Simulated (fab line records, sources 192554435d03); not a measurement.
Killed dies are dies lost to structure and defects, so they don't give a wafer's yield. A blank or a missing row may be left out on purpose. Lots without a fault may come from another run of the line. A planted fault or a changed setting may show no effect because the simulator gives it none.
Chamber matching | flow n5_finfet | N5_BEOL_M15_ETCH_57 on rie_diel-03: 4 sister chambers
The step etches SOC in N2/H2, time 750 s. 16 wafers are shown with their chamber, then 8 later ones without.

WAFERS WITH THEIR CHAMBER
wafer  | chamber | showerhead_plenum_p_Torr (Torr) | oes_product_au (a.u.) | throttle_valve_pct (%)
L074.1 | 1       | 2.50                            | 0.71                  | 18.04
L074.3 | 3       | 2.63                            | 0.71                  | 17.89
L074.4 | 2       | 2.60                            | 0.94                  | 17.82
L078.1 | 0       | 2.49                            | 0.90                  | 17.84
L078.2 | 3       | 2.63                            | 0.70                  | 17.91
L078.3 | 2       | 2.60                            | 0.91                  | 17.83
L080.1 | 3       | 2.63                            | 0.70                  | 17.93
L080.4 | 1       | 2.49                            | 0.71                  | 18.06
L080.5 | 2       | 2.59                            | 0.91                  | 17.85
L086.3 | 0       | 2.48                            | 0.87                  | 17.86
L086.4 | 1       | 2.49                            | 0.71                  | 18.05
L086.6 | 3       | 2.62                            | 0.70                  | 17.94
L088.2 | 2       | 2.59                            | 0.87                  | 17.87
L088.4 | 3       | 2.62                            | 0.67                  | 17.96
L088.6 | 2       | 2.59                            | 0.87                  | 17.87
L092.2 | 2       | 2.59                            | 0.88                  | 17.88

SIGNATURES (means of the wafers above)
reading                  | chamber 0 | chamber 1 | chamber 2 | chamber 3 | scatter within a chamber
showerhead_plenum_p_Torr | 2.4850    | 2.4933    | 2.5933    | 2.6260    | 0.00555
oes_product_au           | 0.8850    | 0.7100    | 0.8967    | 0.6960    | 0.021
throttle_valve_pct       | 17.8500   | 18.0500   | 17.8533   | 17.9260   | 0.0228
Rule: a wafer's distance from a chamber is the root of the sum, over the readings, of the square of ((its reading less the chamber's mean) divided by the reading's scatter). The wafer belongs to the nearest chamber; if the next one is less than 2 further off, it can't be placed. The scatter: the root of (the sum of the squares of (reading less its chamber's mean) over the shown wafers, divided by (wafers less chambers)).

WAFERS WITHOUT THEIR CHAMBER
wafer  | showerhead_plenum_p_Torr (Torr) | oes_product_au (a.u.) | throttle_valve_pct (%)
L092.3 | 2.62                            | 0.69                  | 17.95
L092.5 | 2.62                            | 0.69                  | 17.95
L093.2 | 2.58                            | 0.87                  | 17.90
L093.5 | 2.62                            | 0.69                  | 17.96
L093.6 | 2.48                            | 0.84                  | 17.89
L096.3 | 2.48                            | 0.85                  | 17.90
L096.5 | 2.61                            | 0.67                  | 17.98
L096.6 | 2.48                            | 0.84                  | 17.89

WHICH CHAMBER EACH WENT THROUGH
wafer  | from the rows above | in truth
L092.3 | 3                   | 3
L092.5 | 3                   | 3
L093.2 | 2                   | 2
L093.5 | 3                   | 3
L093.6 | 0                   | 0
L096.3 | 0                   | 0
L096.5 | 3                   | 3
L096.6 | 0                   | 0
Placed correctly: 8 of 8. Can't be placed from these rows: 0. Placed wrongly: 0.
